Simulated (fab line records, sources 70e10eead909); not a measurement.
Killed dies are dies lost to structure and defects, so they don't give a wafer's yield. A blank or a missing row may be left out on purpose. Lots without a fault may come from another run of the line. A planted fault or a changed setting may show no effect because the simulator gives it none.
Problem report in the 8D (eight disciplines) form, filled by code | flow nand_harc | the parts of the form that need people (team, actions taken, sign-off) are left out

1. THE PROBLEM
heater_power_total_W at NHARC_A_CONTACT_SOFTBAKE_03 reads a mean of 323.24 W on 6 wafers of 2 lots; wafers without a fault read 188.46 W with a standard deviation of 0.13. That is +99 or more standard deviations from the usual mean.
The step: time 55 s.
First seen on wafer L908.2, day 18 23:00, on litho_track-01. The record holds 39 wafers of 13 lots with a number at this step. Rule for "out", or "out of limits": more than 4 standard deviations from the usual mean. The other wafers with a number count as sound.

2. WHAT IT IS AND WHAT IT IS NOT
question                    | is                     | is not
which readings at this step | heater_power_total_W   | -
which lots                  | L908, L911             | L901, L902, L903, L907, L913, L915, L916, L918, L920, L921, L922
which wafers of those lots  | all that have a number | -
read on which tools         | litho_track-01         | litho_track-04, litho_track-06
when                        | from day 18 23:00      | up to then (9 sound wafers); but 24 sound wafers of L907, L913, L915, L916, L918, L920, L921, L922 came after

3. SUSPECTS, AND WHAT RULES EACH OUT
Counting: a tool at a process step up to the reading stays a suspect if it ran every lot that is out and no sound lot after the first of them.
- pecvd-02 at NHARC_A_CONTACT_DEP_85 (deposits SiON, target thk 50 nm): ruled out as a lasting fault. Sound lots L913, L915, L920 ran on it after its first lot that is out, L908 (day 18 23:28).
- litho_track-01 at NHARC_A_CONTACT_SOFTBAKE_03 (time 55 s): kept. It ran every lot that is out, first L908 (day 18 23:00), and no sound lot after that; its last sound lot up to then is L903 (day 17 23:00). Its own readings are out on those wafers: heater_power_total_W.
Left after counting: litho_track-01 at NHARC_A_CONTACT_SOFTBAKE_03.

4. THE CAUSE (what the simulator had put in)
Process parameter drift: litho_track-01, from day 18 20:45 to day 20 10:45, at NHARC_A_CONTACT_SOFTBAKE_03. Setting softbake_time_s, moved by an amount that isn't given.
Counting left only this tool.

5. THE CHAIN OF EFFECTS, in route order
Each row: a reading whose mean over the struck wafers that have a number lies more than 3 standard deviations from the usual. Only readings for which the record gives a usual standard deviation are gone through. hours: the time from each lot's start at the first step in this table that gives one to its start at this step, as a median over the lots. sigmas: the change in usual standard deviations.
hours | step                        | reading              | usual    | on struck wafers | change  | sigmas
0     | NHARC_A_CONTACT_SOFTBAKE_03 | heater_power_total_W | 188.46 W | 323.24           | +134.78 | +99 or more
The process steps in it:
- NHARC_A_CONTACT_SOFTBAKE_03: time 55 s.

6. WHAT WOULD HAVE CAUGHT IT SOONER
In this record the first reading out of limits was taken at day 18 23:00, 2 hours after the fault began at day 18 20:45.
